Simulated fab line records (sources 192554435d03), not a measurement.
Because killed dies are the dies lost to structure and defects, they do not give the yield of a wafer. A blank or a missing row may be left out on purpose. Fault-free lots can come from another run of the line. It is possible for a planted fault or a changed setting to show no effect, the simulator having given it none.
fab line records | flow n5-finfet
record: lots: 10 wafers: 30 last-day: 17
route steps=1938 shown MOL_CONTACT_COAG@609 BEOL_M0_SAQP@632 PASSIVATION@1936
lots that met no fault: taken from a fault-free run of the same line
start-h: the number of hours between the record's first day and the start of the first shown wafer of the lot | wait-h: time in hours since the lot's previous step | " same as the row above | L1.1+2: a row that stands for several wafers | - value missing, or start not given | * or withheld: withheld | < > ~ a bound
route shown NAME@n: names a module that has steps shown in the file, with the first one's number in the route | usual: mean and standard deviation over wafers with no fault | same: alike in all rows | chamber/n: place in a boat | sites: the reading at each site | _std_site: standard deviation of those values | _edge_site: inner sites' mean taken away from outer sites' mean | radius-mm: how far each site lies from the wafer's centre | mask NAME#n: copy n | behind: tool/chamber where the wafer was last shaped | hold: why the lot was held/for how many hours/how that ended | device: whichever transistor did not switch (one of n, p or np) | end of line: tests run on the same wafers once the route is complete | a step without rows: its recipe alone | killed: not the wafer's yield, but the dies lost to structure and defects at the first sort | map: a wafer's dies, marking killed ones x, the rest . and places with no die _
set.NAME: the run value of the setting; set.NAME@STEP: its run value at that earlier step | model.NAME: the simulator's own value behind a step, which no gauge read
one table for each step of the route and one row for each wafer, over a sample of lots
services: when a tool's chamber went out of use (start-h, in hours from the record's first day, below 0 if earlier), for how many hours, and the reason
== steps ==
step: N5_MOL_CONTACT_COAG_ETCHBACK_134
recipe: chemistry: CHF3 target: SiO2 target-depth-a: 100 time-s: 6.7 ion-energy-ev: 200 pressure-mtorr: 30 source-w: 610 bias-w: 170 Ar_flow_sccm: 200 CHF3_flow_sccm: 50
usual: drypump-motor-current-A: 5.5/0.32 oes-product-au: 0.78/0.079 rf-fwd-power-W: 602/3.5 rf-vpp-V: 524/11 showerhead-plenum-p-Torr: 2.39/0.065 throttle-valve-pct: 18.88/0.16
columns lot.wafer tool chamber start-h wait-h drypump-motor-current-A oes-product-au rf-fwd-power-W rf-hours-counter-h rf-vpp-V showerhead-plenum-p-Torr throttle-valve-pct
L659.2 rie-diel-01 0 107.17 0.1 5.7 0.86 605 48 530 2.42 18.79
L659.4 " 3 " " 5.7 0.76 597 162 529 2.38 18.92
L659.6 " 1 " " 5.7 1.00 599 - 536 2.44 18.61
L660.1 rie-diel-01 1 114.78 0.1 5.7 0.98 600 5 536 2.44 18.63
L660.4 " 2 " " 5.7 0.82 601 76 516 2.40 18.76
L660.6 " 0 " " 5.7 0.85 604 - 529 2.42 18.78
L661.1 rie-diel-02 0 117.64 0.1 6.1 0.77 607 132 514 2.31 18.65
L661.4 " 2 " " 5.3 0.73 600 183 538 2.28 19.18
L661.6 " 2 " " 5.3 0.72 600 - 537 2.27 19.18
L662.2 rie-diel-06 2 130.46 0.1 5.1 0.71 599 181 527 2.48 18.91
L662.4 " 1 " " 5.2 0.70 605 246 534 2.37 19.00
L662.6 " 2 " " 5.2 0.72 601 - 527 2.48 18.92
L664.1 rie-diel-06 3 137.84 0.1 5.9 0.76 601 149 507 2.30 18.83
L664.3 " 0 " " 5.2 0.72 602 185 512 2.46 19.02
L664.5 " 3 " " 5.9 0.77 605 - 507 2.30 18.84
L666.1 rie-diel-06 3 146.08 0.1 5.9 0.76 603 153 507 2.30 18.85
L666.4 " 3 " " 5.9 0.76 605 - 507 2.30 18.86
L666.5 " 2 " " 5.1 0.70 602 - 526 2.48 18.91
L671.2 rie-diel-06 0 180.22 0.2 5.2 0.71 604 203 513 2.45 19.06
L671.3 " 3 " " 5.9 0.74 605 167 509 2.29 18.87
L671.6 " 3 " " 5.9 0.74 599 - 506 2.29 18.87
L673.1 rie-diel-06 0 195.93 0.2 5.2 0.70 599 212 510 2.45 19.07
L673.4 " 2 " " 5.1 0.70 600 - 526 2.47 18.96
L673.6 " 0 " " 5.2 0.70 602 - 513 2.45 19.07
L675.2 rie-diel-01 0 205.75 0.1 5.8 0.82 602 80 528 2.41 18.83
L675.5 " 1 " " 5.8 0.90 597 - 535 2.43 18.68
L675.6 " 2 " " 5.7 0.79 603 - 515 2.39 18.81
L679.2 rie-diel-02 0 227.05 0.1 6.2 0.75 602 173 515 2.29 18.74
L679.5 " 2 " " 5.3 0.70 599 - 536 2.26 19.24
L679.6 " 3 " " 5.1 0.73 604 - 540 2.46 19.16
step: N5_MOL_CONTACT_COAG_ETCH_124
recipe: chemistry: CH3F/O2 target: SiNx target-depth-a: 65 mask-material: SOC stop-on: SiOC over-etch-frac: 0.3 ion-energy-ev: 120 pressure-mtorr: 30 source-w: 395 bias-w: 73 Ar_flow_sccm: 150 CH3F_flow_sccm: 30 O2_flow_sccm: 20 ends: end-point
usual: drypump-motor-current-A: 5.5/0.31 oes-product-au: 0.67/0.064 rf-fwd-power-W: 390.2/2.2 rf-vpp-V: 297/6.1 showerhead-plenum-p-Torr: 2.01/0.058 throttle-valve-pct: 16.47/0.18
same: over-etch-frac: 0.3
columns lot.wafer tool chamber start-h wait-h drypump-motor-current-A oes-product-au rf-fwd-power-W rf-hours-counter-h rf-vpp-V showerhead-plenum-p-Torr throttle-valve-pct
L659.2 rie-diel-01 0 107.35 0.0 5.7 0.74 392.3 48 299 2.04 16.38
L659.4 " 3 " " 5.7 0.64 386.3 162 301 2.00 16.51
L659.6 " 1 " " 5.7 0.84 389.0 - 305 2.05 16.16
L660.1 rie-diel-01 1 114.97 0.0 5.8 0.83 389.0 5 303 2.05 16.18
L660.4 " 2 " " 5.7 0.70 388.6 76 293 2.02 16.37
L660.6 " 0 " " 5.7 0.73 393.1 - 299 2.04 16.36
L661.1 rie-diel-02 0 117.83 0.0 6.1 0.68 392.4 133 292 1.93 16.25
L661.4 " 2 " " 5.3 0.62 387.7 184 306 1.91 16.77
L661.6 " 2 " " 5.3 0.61 387.5 - 305 1.91 16.74
L662.2 rie-diel-06 2 130.64 0.0 5.1 0.62 390.1 181 298 2.09 16.50
L662.4 " 1 " " 5.2 0.59 390.5 246 301 1.99 16.60
L662.6 " 2 " " 5.1 0.62 387.6 - 297 2.09 16.51
L664.1 rie-diel-06 3 138.03 0.0 5.9 0.66 392.9 149 288 1.93 16.44
L664.3 " 0 " " 5.2 0.63 390.7 185 295 2.07 16.66
L664.5 " 3 " " 5.9 0.66 391.4 - 286 1.93 16.43
L666.1 rie-diel-06 3 146.27 0.0 5.9 0.65 393.1 153 289 1.93 16.42
L666.4 " 3 " " 5.9 0.65 393.5 - 287 1.93 16.42
L666.5 " 2 " " 5.1 0.61 389.9 - 298 2.09 16.52
L671.2 rie-diel-06 0 180.40 0.0 5.2 0.61 390.3 203 291 2.07 16.70
L671.3 " 3 " " 5.9 0.64 390.8 167 289 1.92 16.45
L671.6 " 3 " " 5.9 0.64 391.1 - 288 1.92 16.46
L673.1 rie-diel-06 0 196.12 0.0 5.2 0.61 390.5 212 291 2.06 16.72
L673.4 " 2 " " 5.1 0.59 390.1 - 300 2.08 16.55
L673.6 " 0 " " 5.2 0.61 391.3 - 292 2.06 16.71
L675.2 rie-diel-01 0 205.94 0.0 5.7 0.70 394.1 80 300 2.03 16.44
L675.5 " 1 " " 5.7 0.76 387.8 - 303 2.04 16.21
L675.6 " 2 " " 5.6 0.67 391.5 - 292 2.01 16.42
L679.2 rie-diel-02 0 227.24 0.0 6.1 0.64 390.8 173 291 1.92 16.32
L679.5 " 2 " " 5.3 0.61 390.6 - 304 1.90 16.83
L679.6 " 3 " " 5.1 0.62 390.3 - 307 2.07 16.78
step: N5_MOL_CONTACT_COAG_CMP_52
recipe: stop-on: SiO2 t-overpolish-s: 1.5 post-cmp-clean: w-dilute-nh4oh down-force-psi: 4 platen-rpm: 50.289 pad-velocity-m-s: 1.0006 target-thk-nm: 66.5
usual: motor-current-A: 12.5/1.2 overpolish-run-s: 1.501/0.0094 platen-rpm: 50.29/0.034 retaining-ring-pressure-frac: 0.999/0.0049 slurry-flow-ml-min: 150.0/0.44 time-to-endpoint-s: 13.7/2.5
columns lot.wafer tool chamber start-h wait-h motor-current-A overpolish-run-s platen-rpm retaining-ring-pressure-frac slurry-flow-ml-min time-to-endpoint-s
L659.2 cmp-01 2 108.17 0.1 11.1 1.502 50.30 1.002 149.2 9.4
L659.4 " 3 " " 10.7 1.505 50.29 1.000 150.4 12.4
L659.6 " 2 " " 11.7 1.492 50.29 0.999 149.3 10.0
L660.1 cmp-01 3 115.76 0.0 11.4 1.504 50.23 1.008 149.5 14.8
L660.4 " 1 " " 13.3 1.504 50.29 0.996 150.2 16.1
L660.6 " 0 " " 12.8 1.507 50.33 1.002 150.5 11.9
L661.4 cmp-04 2 118.68 0.1 13.3 1.496 50.19 0.992 149.3 13.5
L661.1 " 3 " " 15.6 1.494 50.26 1.001 149.9 15.0
L661.6 " 0 " " 13.6 1.503 50.36 0.995 149.6 11.9
L662.2 cmp-01 3 131.63 0.2 11.4 1.522 50.29 0.994 150.1 13.2
L662.4 " 0 " " 12.3 1.511 50.25 1.000 149.9 17.2
L662.6 " 1 " " 13.1 1.504 50.26 0.995 150.7 17.2
L664.1 cmp-01 1 138.80 0.0 12.9 1.521 50.29 1.006 149.6 15.7
L664.3 " 3 " " 10.9 1.513 50.30 1.005 149.9 11.7
L664.5 " 1 " " 12.8 1.514 50.25 1.002 149.5 16.3
L666.1 cmp-04 2 147.26 0.1 13.5 1.513 50.31 0.994 149.8 11.6
L666.4 " 0 " " 12.6 1.501 50.27 0.998 150.7 11.1
L666.5 " 2 " " 13.2 1.502 50.28 1.003 150.1 12.3
L671.3 cmp-04 3 181.22 0.0 14.1 1.499 52.27 0.993 150.9 17.1
L671.2 " 1 " " 12.9 1.490 52.34 1.003 150.3 15.8
L671.6 " 3 " " 14.5 1.508 52.28 0.996 150.4 18.8
L673.1 cmp-04 2 196.89 0.0 13.3 1.498 52.29 1.006 150.2 11.8
L673.4 " 3 " " 15.6 1.490 52.30 0.999 149.7 14.0
L673.6 " 3 " " 15.1 1.502 52.31 0.996 150.4 14.6
L675.2 cmp-03 1 206.96 0.2 13.0 1.506 50.31 1.001 149.9 19.6
L675.6 " 3 " " 9.5 1.518 50.29 0.999 149.9 17.2
L675.5 " 0 " " 12.5 1.487 50.27 1.006 150.7 14.7
L679.2 cmp-01 0 228.09 0.1 13.2 1.492 50.28 0.991 150.2 15.5
L679.5 " 2 " " 11.2 1.502 50.24 0.993 149.8 10.6
L679.6 " 3 " " 10.7 1.508 50.26 1.001 149.7 15.1
step: N5_BEOL_M0_SAQP_PECVD_00
recipe: material: SiCN target-thk-a: 80 temp-c: withheld precursor: 3MS/NH3 pressure-torr: 3 rf-w: 202 time-s: 14
usual: rf-fwd-power-W: 198.9/1.1 showerhead-plenum-p-Torr: 3.659/0.011 throttle-valve-pct: 8.9/0.53
columns lot.wafer tool chamber start-h wait-h rf-fwd-power-W showerhead-plenum-p-Torr throttle-valve-pct
L659.2 pecvd-04 2 111.81 0.2 200.3 3.660 8.4
L659.4 " 0 " " 198.5 3.640 8.3
L659.6 " 2 " " 198.9 3.670 8.4
L660.1 pecvd-04 2 119.43 0.2 200.0 3.669 8.7
L660.4 " 1 " " 198.7 3.659 9.9
L660.6 " 2 " " 200.3 3.654 8.5
L661.1 pecvd-02 2 122.43 0.2 197.4 3.662 8.4
L661.4 " 2 " " 197.9 3.672 8.6
L661.6 " 1 " " 199.1 3.651 8.4
L662.2 pecvd-02 2 135.23 0.2 196.3 3.670 8.0
L662.4 " 1 " " 198.3 3.651 8.8
L662.6 " 0 " " 197.7 3.661 8.7
L664.1 pecvd-04 0 143.10 0.2 200.5 3.643 8.5
L664.3 " 1 " " 198.7 3.662 9.7
L664.5 " 2 " " 199.1 3.674 8.4
L666.1 pecvd-01 0 150.90 0.2 198.3 3.675 9.1
L666.4 " 0 " " 197.6 3.671 8.8
L666.5 " 1 " " 199.6 3.655 9.7
L671.2 pecvd-04 2 190.48 0.2 199.8 3.671 8.6
L671.3 " 1 " " 198.1 3.656 9.7
L671.6 " 1 " " 198.1 3.652 9.6
L673.1 pecvd-04 1 200.57 0.2 198.5 3.654 9.6
L673.4 " 1 " " 198.8 3.651 9.8
L673.6 " 0 " " 198.9 3.638 8.4
L675.2 pecvd-01 1 210.58 0.2 200.3 3.661 9.7
L675.5 " 1 " " 200.6 3.662 9.9
L675.6 " 0 " " 196.8 3.683 9.0
L679.2 pecvd-01 1 231.70 0.2 200.4 3.658 10.1
L679.5 " 2 " " 197.9 3.675 8.7
L679.6 " 0 " " 197.9 3.672 8.8
step: N5_PASSIVATION_PROBE_49
usual: killed_at_M0_to_M3: 35/12 killed_at_M4_up: 13/5.8 killed-at-contacts: 12/5.5 killed-at-front-end: 36/9.9 killed-at-other: 4/3.7 killed-dies: 101/18 killed-open: 66/13 killed-short: 33/8
same: gross-dies: 1180 killed-at-back-side: 0
columns lot.wafer tool chamber start-h wait-h killed_at_M0_to_M3 killed_at_M4_up killed-at-contacts killed-at-front-end killed-at-other killed-dies killed-open killed-short
L671.2 prober-02 - 372.15 0.1 30 11 9 36 0 86 64 19
L671.3 prober-02 - 372.20 0.1 32 10 10 43 7 102 66 34
L671.6 prober-02 - 372.35 0.3 27 18 9 36 0 90 58 32
killed by level:class
L671.2 BEOL_M2:geometric-particle:open=9 FIN_SAQP:geometric-particle:open=6 MOL_CONTACT_COAG:geometric-particle:open=6 BEOL_M1:geometric-particle:open=6 STI_FIN_REVEAL:geometric-particle:open=5 DUMMY_GATE:geometric-particle:open=5 BEOL_M0:geometric-particle:open=5 GATE_CUT:geometric-particle:open=4
L671.3 MOL_CONTACT_COAG:geometric-particle:open=9 FIN_SAQP:geometric-particle:open=9 FIN_SAQP:geometric-particle:short=6 BEOL_M0_SAQP:geometric-particle:open=6 BEOL_M1:geometric-particle:open=6 BEOL_M2:geometric-particle:open=6 ILD0:geometric-particle:short=5 DUMMY_GATE:geometric-particle:open=4
L671.6 BEOL_M2:geometric-particle:open=9 DUMMY_GATE:geometric-particle:open=7 BEOL_M4:geometric-particle:open=6 MOL_CONTACT_COAG:geometric-particle:open=6 ILD0:geometric-particle:short=5 BEOL_M1:geometric-particle:open=5 FIN_SAQP:geometric-particle:open=4 BEOL_M5:geometric-particle:open=4
== services ==
columns tool chamber start-h hours kind
rie-diel-01 2 84.59 4.7 repair
cmp-01 - 86.08 1.8 repair
cmp-03 - 89.40 0.2 repair
rie-diel-02 0 92.12 4.1 repair
rie-diel-06 3 93.50 2.2 repair
cmp-01 - 120.50 1.2 repair
pecvd-04 - 128.28 5.5 pm
cmp-04 - 129.99 4.7 pm
rie-diel-06 1 144.17 - clean
rie-diel-06 1 144.17 - consumable-replace:focus-ring
rie-diel-06 1 144.17 14.5 scheduled-down
rie-diel-06 1 144.17 14.5 vent-cycle
pecvd-01 2 145.14 11.9 repair
cmp-04 - 150.54 5.1 repair
pecvd-02 2 162.58 6.2 repair
rie-diel-02 2 173.19 5.9 repair
rie-diel-06 1 176.21 35.1 repair
rie-diel-02 - 182.74 0.5 repair
rie-diel-02 2 192.53 6.0 repair
cmp-01 - 197.60 4.0 pm
cmp-01 - 206.87 0.6 repair
cmp-03 - 222.93 2.0 repair
cmp-04 - 223.35 3.7 repair
rie-diel-06 2 229.79 1.7 repair
== key ==
first-sign: step: N5_MOL_CONTACT_COAG_CMP_52 reading: platen-rpm direction: up sigmas: 59 usual: 50.29 struck: 52.30
effect none on later readings
met-at N5_MOL_CONTACT_COAG_CMP_52
struck-lots L671,L673
tester-left-out L671,L673
not-acting-at N5_MOL_CONTACT_COAG_ETCHBACK_134,N5_MOL_CONTACT_COAG_ETCH_124,N5_BEOL_M0_SAQP_PECVD_00
onset-between 147.26 181.22
fault: kind: process-parameter-drift tool: cmp-04 chamber: - onset-h: 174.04 steps: N5_MOL_CONTACT_COAG_CMP_52 channel: platen-rpm offset: 2.0116 shape: step end-h: 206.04 acts-in: these-recipes-only stated: 50.289
tester-left-out: of these lots the tester's yield and bins aren't shown, on N5 and GAA mostly nor the transistor test; their killed dies are dies lost to structure and defects alone, not to doping, threshold or leakage, so they don't give the yield
